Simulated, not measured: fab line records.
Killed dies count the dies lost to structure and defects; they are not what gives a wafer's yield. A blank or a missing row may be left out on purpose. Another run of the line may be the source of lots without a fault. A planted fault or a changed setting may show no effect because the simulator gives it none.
fab line records -- flow nand-harc
record: lots: 6, wafers: 18, last-day: 24
route steps=1159 shown P_CONTACT@249 P_M0@253 END@1159
lots that met no fault: from a run of the same line without faults
start-h: hours from the record's first day to the start of the lot's first wafer shown -- wait-h: how many hours have passed since the lot's step before this one -- " as in the row above -- L1.1+2: a row that stands for several wafers -- - either no value or no given start -- * or withheld: withheld -- < > ~ a bound
route shown NAME@n: names a module that has steps shown in the file, with the first one's number in the route -- usual: mean and standard deviation over wafers with no fault -- same: alike in all rows -- chamber/n: place in a boat -- sites: readings site by site -- _std_site: standard deviation of those values -- _edge_site: outer sites' mean less inner sites' -- radius-mm: how far each site lies from the wafer's centre -- mask NAME#n: copy n -- behind: the last tool/chamber to shape the wafer -- hold: why the lot was held/for how many hours/how that ended -- device: whichever transistor did not switch (one of n, p or np) -- end of line: at the end of the route, the tests of the same wafers -- for a step that has no rows: nothing shown but its recipe -- killed: the dies lost at the first sort to structure and to defects; this is not the yield of the wafer -- map: the dies of a wafer, with x for killed, . for not killed, _ for no die there
set.NAME: the setting the step ran with; set.NAME@STEP: the setting that earlier step ran with -- model.NAME: the simulator's own value behind a step, which no gauge read
lots at selected steps of the route; one table per step, one row per wafer
services: when a tool's chamber went out of use (start-h, in hours from the record's first day, below 0 if earlier), for how many hours, and the reason
== steps ==
step: NHARC_P_CONTACT_CMP_24
recipe: t-overpolish-s: 30, target-thk-nm: 200
usual: motor-current-A: 11.9/0.99, overpolish-run-s: 29.999/0.0086, time-to-endpoint-s: 42/3.4
lot.wafer,tool,chamber,start-h,wait-h,motor-current-A,overpolish-run-s,time-to-endpoint-s
L449.3,cmp-02,0,161.45,0.4,10.6,30.005,38
L449.1,cmp-02,2,161.45,0.4,13.3,30.007,37
L449.6,cmp-02,1,161.45,0.4,11.4,29.987,40
L453.1,cmp-03,3,175.69,0.5,10.8,29.999,47
L453.6,cmp-03,2,175.69,0.5,13.4,30.002,43
L453.5,cmp-03,3,175.69,0.5,10.2,29.992,49
L456.1,cmp-02,1,207.35,0.5,11.1,30.017,39
L456.5,cmp-02,2,207.35,0.5,13.7,29.999,38
L456.6,cmp-02,3,207.35,0.5,10.7,30.004,42
L461.2,cmp-02,1,225.29,0.5,11.7,30.013,43
L461.3,cmp-02,2,225.29,0.5,13.5,29.997,42
L461.5,cmp-02,0,225.29,0.5,12.3,30.001,39
L463.3,cmp-03,2,235.40,0.5,14.0,29.984,44
L463.6,cmp-03,0,235.40,0.5,10.7,29.994,45
L463.5,cmp-03,1,235.40,0.5,13.2,29.990,46
L465.1,cmp-02,2,246.14,0.6,13.9,30.009,41
L465.2,cmp-02,3,246.14,0.6,11.2,30.003,49
L465.4,cmp-02,0,246.14,0.6,11.2,29.991,43
step: NHARC_P_CONTACT_SRD_26
step: NHARC_P_CONTACT_INSPECT_27
usual: raw-defect-count: 288/120
lot.wafer,tool,chamber,start-h,wait-h,raw-defect-count
L449.1,defect-inspect-01,-,161.94,0.1,409
L449.3,defect-inspect-01,-,161.94,0.1,334
L449.6,defect-inspect-01,-,161.94,0.1,306
L453.1,defect-inspect-01,-,176.07,0.1,164
L453.5,defect-inspect-01,-,176.07,0.1,309
L453.6,defect-inspect-01,-,176.07,0.1,174
L456.1,defect-inspect-01,-,207.67,0.1,276
L456.5,defect-inspect-01,-,207.67,0.1,291
L456.6,defect-inspect-01,-,207.67,0.1,277
L461.2,defect-inspect-02,-,225.70,0.1,348
L461.3,defect-inspect-02,-,225.70,0.1,347
L461.5,defect-inspect-02,-,225.70,0.1,449
L463.3,defect-inspect-01,-,235.76,0.1,186
L463.5,defect-inspect-01,-,235.76,0.1,120
L463.6,defect-inspect-01,-,235.76,0.1,207
L465.1,defect-inspect-01,-,246.54,0.1,554
L465.2,defect-inspect-01,-,246.54,0.1,356
L465.4,defect-inspect-01,-,246.54,0.1,572
step: NHARC_P_M0_DEP_00
recipe: target-thk-a: 1500, target-thk-nm: 150, temp-c: withheld, pressure-torr: 5, flow-sccm: 200, rf-w: 600, material: SiOC
step: NHARC_P_M0_DEHYDRATE_01
recipe: temp-c: 150, time-s: 120
step: NHARC_P_M0_HMDS_02
recipe: time-s: 30
step: NHARC_P_M0_COAT_33
recipe: temp-c: 200, time-s: 65
step: NHARC_P_M0_COAT_03
recipe: spin-rpm: 1500, resist-thk-nm: 90
step: NHARC_P_M0_SOFTBAKE_04
recipe: temp-c: 105, time-s: 55
step: NHARC_P_M0_EBR_05
step: NHARC_P_M0_EXPOSE_06
recipe: na: 1.35, target-cd-nm: 90, dose-mj: 81.28, mask-id: P_M0
step: NHARC_P_M0_PEB_07
recipe: peb-temp-c: 100, peb-time-s: 65
usual: heater-power-total-W: 156.6/0.41, plate-temp-C: 99.99/0.12
lot.wafer,tool,chamber,start-h,wait-h,heater-power-total-W,plate-temp-C
L449.1,litho-track-06,0,162.77,0.1,156.7,100.15
L449.3,litho-track-06,0,162.77,0.1,156.2,99.99
L449.6,litho-track-06,0,162.77,0.1,156.7,100.08
L453.1,litho-track-04,0,176.76,0.1,155.9,99.85
L453.5,litho-track-04,0,176.76,0.1,156.7,99.78
L453.6,litho-track-04,0,176.76,0.1,157.1,99.84
L456.1,litho-track-04,0,208.50,0.1,168.0,-
L456.5,litho-track-04,0,208.50,0.1,156.3,99.96
L456.6,litho-track-04,0,208.50,0.1,168.1,-
L461.2,litho-track-04,0,226.53,0.1,167.9,-
L461.3,litho-track-04,0,226.53,0.1,156.4,99.83
L461.5,litho-track-04,0,226.53,0.1,157.0,100.01
L463.3,litho-track-06,0,236.58,0.1,156.1,99.85
L463.5,litho-track-06,0,236.58,0.1,157.1,99.81
L463.6,litho-track-06,0,236.58,0.1,156.7,100.04
L465.1,litho-track-01,0,247.24,0.1,156.2,99.94
L465.2,litho-track-01,0,247.24,0.1,157.0,99.95
L465.4,litho-track-01,0,247.24,0.1,156.4,99.95
step: NHARC_P_M0_DEVELOP_08
recipe: develop-time-s: 35, dev-temp-c: 23
step: NHARC_P_M0_CD_MEAS_09
recipe: target-cd-nm: 90, landing-energy-ev: 500
usual: cd-nm: 89.9/0.57
lot.wafer,tool,chamber,start-h,wait-h,cd-nm
L449.1,cd-sem-02,0,162.85,-,90.4
L449.3,cd-sem-02,0,162.85,-,89.1
L449.6,cd-sem-02,0,162.85,-,89.4
L453.1,cd-sem-01,0,176.84,-,90.0
L453.5,cd-sem-01,0,176.84,-,89.5
L453.6,cd-sem-01,0,176.84,-,90.2
L456.1,cd-sem-03,0,208.58,-,85.2
L456.5,cd-sem-03,0,208.58,-,89.7
L456.6,cd-sem-03,0,208.58,-,84.3
L461.2,cd-sem-02,0,226.61,-,85.9
L461.3,cd-sem-02,0,226.61,-,90.5
L461.5,cd-sem-02,0,226.61,-,89.0
L463.3,cd-sem-03,0,236.66,-,90.2
L463.5,cd-sem-03,0,236.66,-,90.5
L463.6,cd-sem-03,0,236.66,-,90.0
L465.1,cd-sem-03,0,247.32,-,90.7
L465.2,cd-sem-03,0,247.32,-,90.0
L465.4,cd-sem-03,0,247.32,-,90.4
step: NHARC_P_M0_OVL_MEAS_10
recipe: pitch-nm: 180
usual: overlay-x-nm: 0.2/0.81, overlay-y-nm: -0.2/0.76
lot.wafer,tool,chamber,start-h,wait-h,overlay-x-nm,overlay-y-nm
L449.1,overlay-02,-,162.94,-,-1.4,0.2
L449.3,overlay-02,-,162.94,-,-0.8,-0.1
L449.6,overlay-02,-,162.94,-,-1.1,0.1
L453.1,overlay-02,-,176.92,-,0.5,-1.7
L453.5,overlay-02,-,176.92,-,1.1,-1.1
L453.6,overlay-02,-,176.92,-,0.9,-0.6
L456.1,overlay-02,-,208.66,-,0.2,0.1
L456.5,overlay-02,-,208.66,-,-0.5,0.1
L456.6,overlay-02,-,208.66,-,-0.7,0.3
L461.2,overlay-02,-,226.69,-,1.6,0.4
L461.3,overlay-02,-,226.69,-,1.6,0.2
L461.5,overlay-02,-,226.69,-,2.1,0.0
L463.3,overlay-02,-,236.75,-,0.6,1.1
L463.5,overlay-02,-,236.75,-,0.3,0.0
L463.6,overlay-02,-,236.75,-,0.2,0.3
L465.1,overlay-02,-,247.40,-,0.8,-0.9
L465.2,overlay-02,-,247.40,-,0.0,-0.9
L465.4,overlay-02,-,247.40,-,0.4,-1.1
step: NHARC_P_M0_INSPECT_11
usual: raw-defect-count: 3.9/2.3
lot.wafer,tool,chamber,start-h,wait-h,raw-defect-count
L449.1,defect-inspect-01,-,162.98,0.0,3
L449.3,defect-inspect-01,-,162.98,0.0,5
L449.6,defect-inspect-01,-,162.98,0.0,7
L453.1,defect-inspect-01,-,176.96,0.0,6
L453.5,defect-inspect-01,-,176.96,0.0,5
L453.6,defect-inspect-01,-,176.96,0.0,6
L456.1,defect-inspect-01,-,208.70,0.0,4
L456.5,defect-inspect-01,-,208.70,0.0,3
L456.6,defect-inspect-01,-,208.70,0.0,4
L461.2,defect-inspect-02,-,226.73,0.0,7
L461.3,defect-inspect-02,-,226.73,0.0,4
L461.5,defect-inspect-02,-,226.73,0.0,9
L463.3,defect-inspect-02,-,236.78,0.0,2
L463.5,defect-inspect-02,-,236.78,0.0,2
L463.6,defect-inspect-02,-,236.78,0.0,2
L465.1,defect-inspect-02,-,247.44,0.0,0
L465.2,defect-inspect-02,-,247.44,0.0,1
L465.4,defect-inspect-02,-,247.44,0.0,3
step: NHARC_P_M0_DESCUM_14
recipe: time-s: 3, o2-flow-sccm: 200, ar-flow-sccm: 0, bias-power-w: 0, chemistry: O2
usual: drypump-motor-current-A: 5.6/0.42, oes-product-au: 1.002/0.011, rf-vpp-V: 57.6/0.85, showerhead-plenum-p-Torr: 1.88/0.079, throttle-valve-pct: 11.311/0.0088
lot.wafer,tool,chamber,start-h,wait-h,drypump-motor-current-A,oes-product-au,rf-hours-counter-h,rf-vpp-V,showerhead-plenum-p-Torr,throttle-valve-pct,model.P_M0.cd-nm
L449.3,rie-diel-12,1,163.04,0.1,5.6,1.009,7,57.9,1.79,11.290,89.62
L449.1,rie-diel-12,2,163.04,0.1,5.6,1.009,7,57.7,1.92,11.309,90.06
L449.6,rie-diel-12,1,163.04,0.1,5.7,0.995,-,58.4,1.79,11.300,89.55
L453.1,rie-diel-11,2,177.04,0.1,6.2,1.012,13,58.3,1.82,11.300,89.48
L453.6,rie-diel-11,0,177.04,0.1,4.7,1.020,-,55.7,1.82,11.322,89.3
L453.5,rie-diel-11,1,177.04,0.1,5.0,1.006,-,58.0,2.05,11.310,89.85
L456.1,rie-diel-11,0,208.76,0.1,4.7,1.010,1,58.0,1.82,11.322,84.42
L456.6,rie-diel-11,0,208.76,0.1,4.7,1.007,-,57.6,1.82,11.316,83.45
L456.5,rie-diel-11,1,208.76,0.1,5.0,1.004,-,57.8,2.05,11.301,89.35
L461.2,rie-diel-12,1,226.80,0.1,5.6,0.970,2,57.4,1.78,11.305,85.82
L461.3,rie-diel-12,2,226.80,0.1,5.6,0.995,2,59.1,1.92,11.308,90.69
L461.5,rie-diel-12,1,226.80,0.1,5.7,0.977,-,56.7,1.78,11.307,89.07
L463.3,rie-diel-11,2,236.85,0.1,6.1,0.999,2,56.6,1.82,11.309,90.43
L463.5,rie-diel-11,1,236.85,0.1,5.0,1.010,-,58.8,2.05,11.318,90.45
L463.6,rie-diel-11,2,236.85,0.1,6.1,0.997,-,57.8,1.82,11.323,90.52
L465.1,rie-diel-03,3,247.52,0.1,5.0,1.012,2,58.4,1.82,11.319,91.04
L465.2,rie-diel-03,0,247.52,0.1,5.9,1.000,2,58.1,1.89,11.306,90.19
L465.4,rie-diel-03,1,247.52,0.1,5.5,0.996,2,58.1,1.94,11.316,90.81
step: NHARC_P_M0_ETCH_34
recipe: target-depth-a: 400, overetch-a: 120, time-s: 43.94, ion-energy-ev: 200, n2-flow-sccm: 150, h2-flow-sccm: 150, ar-flow-sccm: 0, rf-w: 400, bias-w: 150, chemistry: N2/H2
usual: drypump-motor-current-A: 5.6/0.44, oes-product-au: 1.002/0.011, rf-fwd-power-W: 395.7/1.7, rf-vpp-V: 429.5/2.5, showerhead-plenum-p-Torr: 2.00/0.087, throttle-valve-pct: 14.171/0.0091
lot.wafer,tool,chamber,start-h,wait-h,drypump-motor-current-A,oes-product-au,rf-fwd-power-W,rf-hours-counter-h,rf-vpp-V,showerhead-plenum-p-Torr,throttle-valve-pct
L449.3,rie-diel-12,1,163.12,0.1,5.6,1.004,394.3,7,427.0,1.90,14.182
L449.1,rie-diel-12,3,163.12,0.1,5.8,1.010,397.0,6,428.8,1.97,14.180
L449.6,rie-diel-12,2,163.12,0.1,5.7,1.021,394.1,-,431.2,2.05,14.173
L453.1,rie-diel-11,1,177.11,0.1,5.0,1.001,396.9,13,434.5,2.19,14.160
L453.6,rie-diel-11,0,177.11,0.1,4.7,1.013,398.2,-,427.6,1.94,14.168
L453.5,rie-diel-11,1,177.11,0.1,5.0,0.996,397.5,-,436.0,2.19,14.169
L456.1,rie-diel-11,0,208.86,0.1,4.7,1.010,397.2,1,426.8,1.94,14.157
L456.5,rie-diel-11,2,208.86,0.1,6.1,1.014,394.6,-,427.3,1.93,14.172
L456.6,rie-diel-11,3,208.86,0.1,5.7,1.005,393.8,-,431.4,2.07,14.159
L461.2,rie-diel-12,2,226.89,0.1,5.7,1.005,395.2,2,430.4,2.05,14.172
L461.3,rie-diel-12,3,226.89,0.1,5.8,1.002,399.1,2,428.4,1.97,14.181
L461.5,rie-diel-12,0,226.89,0.1,5.7,0.980,396.7,-,430.1,1.95,14.165
L463.3,rie-diel-11,1,236.93,0.1,5.0,0.992,396.2,2,433.7,2.19,14.160
L463.6,rie-diel-11,1,236.93,0.1,5.0,1.000,394.6,-,433.5,2.19,14.165
L463.5,rie-diel-11,2,236.93,0.1,6.2,1.009,397.7,-,427.9,1.93,14.176
L465.4,rie-diel-03,1,247.60,0.1,5.5,0.989,396.8,2,431.9,2.07,14.159
L465.2,rie-diel-03,3,247.60,0.1,5.0,1.013,392.7,2,427.3,1.94,14.163
L465.1,rie-diel-03,0,247.60,0.1,5.9,0.986,396.7,2,430.9,2.01,14.183
step: NHARC_P_M0_ETCH_15
recipe: target-depth-a: 1500, overetch-a: 150, time-s: 82.5, c4f8-flow-sccm: withheld, ar-flow-sccm: 400, rf-w: 600, bias-w: 300, chemistry: C4F8/Ar
usual: oes-product-au: 0.950/0.023, rf-fwd-power-W: 595.7/2.1, rf-vpp-V: 439.9/2.5
lot.wafer,tool,chamber,start-h,wait-h,oes-product-au,rf-fwd-power-W,rf-hours-counter-h,rf-vpp-V,model.P_M0.cd-nm
L449.1,rie-diel-12,2,-,-,0.935,594.9,7,441.3,89.9
L449.3,rie-diel-12,3,-,-,0.928,596.0,6,439.1,89.25
L449.6,rie-diel-12,0,-,-,0.916,598.6,-,437.7,89.34
L453.1,rie-diel-11,1,-,-,0.958,599.7,13,445.2,89.3
L453.6,rie-diel-11,3,-,-,0.983,593.8,-,441.8,89.38
L453.5,rie-diel-11,0,-,-,0.979,596.8,-,436.8,89.71
L456.1,rie-diel-11,2,-,-,0.971,600.7,0,439.2,84.35
L456.6,rie-diel-11,1,-,-,0.957,598.4,-,443.7,83.18
L456.5,rie-diel-11,2,-,-,0.970,598.7,-,437.2,89.24
L461.3,rie-diel-12,2,-,-,0.974,596.9,2,441.5,90.2
L461.2,rie-diel-12,3,-,-,0.971,597.0,2,439.2,85.83
L461.5,rie-diel-12,0,-,-,0.955,595.4,-,439.8,88.77
L463.3,rie-diel-11,1,-,-,0.962,594.9,2,445.4,90.15
L463.5,rie-diel-11,3,-,-,0.978,595.2,-,441.8,90.25
L463.6,rie-diel-11,0,-,-,0.977,597.1,-,438.3,90.25
L465.2,rie-diel-03,0,-,-,0.967,600.1,2,440.3,90.95
L465.1,rie-diel-03,1,-,-,0.967,596.4,2,442.4,90.86
L465.4,rie-diel-03,3,-,-,0.974,594.3,2,438.1,90.81
step: NHARC_P_M0_CD_MEAS_16
usual: cd-nm: 89.5/0.71
lot.wafer,tool,chamber,start-h,wait-h,cd-nm
L449.1,cd-sem-02,-,163.34,-,90.2
L449.3,cd-sem-02,-,163.34,-,89.5
L449.6,cd-sem-02,-,163.34,-,89.6
L453.1,cd-sem-01,-,177.32,-,89.0
L453.5,cd-sem-01,-,177.32,-,89.6
L453.6,cd-sem-01,-,177.32,-,89.2
L456.1,cd-sem-01,-,209.06,-,84.1
L456.5,cd-sem-01,-,209.06,-,89.6
L456.6,cd-sem-01,-,209.06,-,83.6
L461.2,cd-sem-03,-,227.09,-,86.0
L461.3,cd-sem-03,-,227.09,-,90.1
L461.5,cd-sem-03,-,227.09,-,88.8
L463.3,cd-sem-02,-,237.15,-,90.2
L463.5,cd-sem-02,-,237.15,-,90.7
L463.6,cd-sem-02,-,237.15,-,90.0
L465.1,cd-sem-03,-,247.83,-,90.7
L465.2,cd-sem-03,-,247.83,-,90.9
L465.4,cd-sem-03,-,247.83,-,90.9
step: NHARC_END_SORT_01
recipe: temp-c: 25
usual: defect-limited-yield: 95.3/1.6, killed-at-array: 27/12, killed-at-other: 0.8/1, killed-at-periphery: 4.0/2.5, killed-dies: 32/11, killed-open: 3.3/1.8, killed-short: 2.0/1.5, sort_bin_2_pct: 1.5/0.59, sort_bin_3_pct: 0.27/0.22, sort_bin_4_pct: 3.0/1.1, sort-n-pass: 645/11, sort-rim-yield-pct: 95.6/2.7, sort-yield-pct: 95.3/1.6
same: gross-dies: 677, sort_bin_5_pct[%]: 0, sort_bin_6_pct[%]: 0, sort_bin_7_pct[%]: 0, sort_bin_8_pct[%]: 0, sort-rim-n-gross: 106.00
lot.wafer,tool,chamber,start-h,wait-h,defect-limited-yield[%],killed-at-array,killed-at-other,killed-at-periphery,killed-dies,killed-open,killed-short,sort_bin_2_pct[%],sort_bin_3_pct[%],sort_bin_4_pct[%],sort-n-pass,sort-rim-yield-pct[%],sort-yield-pct[%]
L453.1,prober-01,0,488.63,2.5,95.0,26,0,8,34,4,0,1.9,0.15,3.0,643,96.2,95.0
L453.5,prober-01,0,491.89,3.8,95.6,28,0,2,30,1,4,1.6,0,2.8,647,97.2,95.6
L453.6,prober-01,0,492.70,4.1,96.2,20,1,5,26,3,1,1.0,0,2.8,651,93.4,96.2
L456.1,prober-02,0,512.84,2.6,93.6,37,1,5,43,5,3,2.5,0.30,3.5,634,97.2,93.6
L456.5,prober-02,0,516.07,3.7,93.1,43,0,4,47,8,1,2.8,0.30,3.8,630,99.1,93.1
L456.6,prober-02,0,516.88,4.0,92.5,48,0,3,51,5,2,2.2,0.74,4.6,626,88.7,92.5
L463.3,prober-01,0,561.18,3.1,94.8,35,0,0,35,0,0,1.8,0.15,3.2,642,99.1,94.8
L463.5,prober-01,0,562.77,3.7,92.8,47,2,0,49,2,4,2.5,0.74,4.0,628,94.3,92.8
L463.6,prober-01,0,563.57,4.0,95.3,29,0,3,32,3,3,1.2,1.03,2.5,645,93.4,95.3
L465.1,prober-02,0,572.68,2.5,97.3,15,1,2,18,1,4,0.4,0.30,1.9,659,97.2,97.3
L465.2,prober-02,0,573.49,2.8,96.8,15,2,5,22,2,2,1.3,0,1.9,655,98.1,96.8
L465.4,prober-02,0,575.11,3.4,96.6,11,2,10,23,1,1,0.7,0.44,2.2,654,98.1,96.6
killed by level:class
L453.1 A_CHANNEL_HOLE_D1:chamber-film-flake=18 P_M2:chamber-film-flake=5 P_CONTACT:geometric-particle:open=1 P_STI:chamber-film-flake=1 A_CONTACT:geometric-particle:open=1 A_M0:geometric-particle:open=1 A_M1:geometric-particle:open=1 P_ZERO_WELL:chamber-film-flake=1
L453.5 A_CHANNEL_HOLE_D1:chamber-film-flake=21 A_ONON_D1:geometric-particle:short=2 A_CHANNEL_FILL_D1:geometric-particle:short=1 A_BLC:geometric-particle:open=1 A_BLC:geometric-particle:short=1 P_STI:chamber-film-flake=1 P_M2:chamber-film-flake=1 A_STAIRCASE:chamber-film-flake=1
L453.6 A_CHANNEL_HOLE_D1:chamber-film-flake=18 P_M2:chamber-film-flake=2 P_GATE:geometric-particle:open=1 P_M0:geometric-particle:open=1 A_CONTACT:geometric-particle:open=1 P_GATE:chamber-film-flake=1 STARTING-WAFER:geometric-particle:short=1 A_CHANNEL_FILL_D1:chamber-film-flake=1
L456.1 A_CHANNEL_HOLE_D1:chamber-film-flake=13 A_SLIT:chamber-film-flake=9 P_M0:chamber-film-flake=3 A_STAIRCASE:chamber-film-flake=3 A_WL_FILL:chamber-film-flake=3 A_CONTACT:chamber-film-flake=2 P_M0:geometric-particle:short=1 P_M0:geometric-particle:open=1
L456.5 A_CHANNEL_HOLE_D1:chamber-film-flake=16 A_SLIT:chamber-film-flake=16 A_BLC:geometric-particle:open=3 A_STAIRCASE:chamber-film-flake=3 A_CONTACT:geometric-particle:open=2 P_CONTACT:geometric-particle:open=1 P_M1:geometric-particle:open=1 A_ONON_D1:geometric-particle:open=1
L456.6 A_CHANNEL_HOLE_D1:chamber-film-flake=20 A_SLIT:chamber-film-flake=15 A_STAIRCASE:chamber-film-flake=5 A_CONTACT:chamber-film-flake=3 P_M1:geometric-particle:open=2 P_M0:geometric-particle:open=1 A_ONON_D1:geometric-particle:short=1 A_CHANNEL_FILL_D1:geometric-particle:open=1
L463.3 A_SLIT:chamber-film-flake=22 A_CONTACT:chamber-film-flake=7 A_CHANNEL_HOLE_D1:chamber-film-flake=5 A_STAIRCASE:chamber-film-flake=1
L463.5 A_SLIT:chamber-film-flake=22 A_CONTACT:chamber-film-flake=9 A_STAIRCASE:chamber-film-flake=5 A_CHANNEL_HOLE_D1:chamber-film-flake=4 A_WL_FILL:geometric-particle:short=2 A_CONTACT:geometric-particle:short=2 A_CHANNEL_HOLE_D1:geometric-particle:open=1 STARTING-WAFER:geometric-particle:open=1
L463.6 A_SLIT:chamber-film-flake=16 A_CHANNEL_HOLE_D1:chamber-film-flake=4 A_STAIRCASE:chamber-film-flake=2 A_CONTACT:chamber-film-flake=2 P_CONTACT:geometric-particle:short=1 P_CONTACT:geometric-particle:open=1 A_WL_FILL:geometric-particle:short=1 A_WL_FILL:geometric-particle:open=1
L465.1 A_CHANNEL_HOLE_D1:chamber-film-flake=4 A_CONTACT:chamber-film-flake=4 A_CHANNEL_HOLE_D1:geometric-particle:short=3 A_BONDPAD:chamber-film-flake=3 P_M1:geometric-particle:open=1 A_ONON_D1:geometric-particle:short=1 P_M1:chamber-film-flake=1 THIN_TSV:chamber-film-flake=1
L465.2 A_CHANNEL_HOLE_D1:chamber-film-flake=9 P_M1:chamber-film-flake=3 P_CONTACT:geometric-particle:short=2 A_M0:geometric-particle:open=2 A_STAIRCASE:chamber-film-flake=2 THIN_TSV:chamber-film-flake=2 A_CONTACT:chamber-film-flake=1 A_BONDPAD:chamber-film-flake=1
L465.4 P_M1:chamber-film-flake=5 A_CHANNEL_HOLE_D1:chamber-film-flake=4 A_CONTACT:chamber-film-flake=4 P_STI:chamber-film-flake=3 A_BONDPAD:chamber-film-flake=2 THIN_TSV:chamber-film-flake=2 P_CONTACT:geometric-particle:open=1 P_CONTACT:geometric-particle:short=1
== services ==
tool,chamber,start-h,hours,kind
litho-track-04,-,141.00,7.0,pm
rie-diel-11,0,144.00,-,clean
rie-diel-11,1,144.00,-,clean
rie-diel-11,2,144.00,-,clean
rie-diel-11,3,144.00,-,clean
cmp-03,-,156.04,4.0,pm
rie-diel-11,0,168.50,-,clean
rie-diel-11,1,168.50,-,clean
rie-diel-11,2,168.50,-,clean
rie-diel-11,3,168.50,-,clean
rie-diel-12,-,170.94,0.3,repair
cmp-03,-,184.70,1.2,repair
rie-diel-11,-,189.50,9.0,pm
rie-diel-11,0,189.50,9.0,vent-cycle
rie-diel-12,2,190.52,3.6,repair
rie-diel-12,-,204.29,9.0,pm
rie-diel-03,-,215.33,9.0,pm
cmp-02,-,215.97,0.9,repair
cmp-02,-,226.69,4.0,pm
cmp-03,-,227.22,0.4,repair
cmp-03,-,227.71,1.4,repair
cmp-02,-,230.75,1.7,repair
rie-diel-12,0,236.47,2.1,repair
cmp-03,-,247.21,2.1,repair
== key ==
first-sign: step: NHARC_P_M0_PEB_07, reading: heater-power-total-W, direction: up, sigmas: 28, usual: *, struck: *
effect: step: NHARC_P_M0_CD_MEAS_09, reading: cd-nm, direction: down, sigmas: 8.4, usual: 89.9, struck: 85.1
effect: step: NHARC_P_M0_CD_MEAS_16, reading: cd-nm, direction: down, sigmas: 7, usual: 89.5, struck: 84.5
model-effect: step: NHARC_P_M0_DESCUM_14, value: P_M0.cd-nm, without: 89.44, struck: 84.57
model-effect: step: NHARC_P_M0_ETCH_15, value: P_M0.cd-nm, without: 89.32, struck: 84.45
met-at NHARC_P_M0_PEB_07
struck-wafers L456.1,L456.6,L461.2
onset-between 176.76 208.50
fault: kind: process-parameter-drift, tool: litho-track-04, chamber: -, onset-h: 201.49, steps: NHARC_P_M0_PEB_07, channel: peb-time-s, offset: *, shape: step, end-h: 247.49, scope: struck-wafers-only, acts-in: *, stated: *
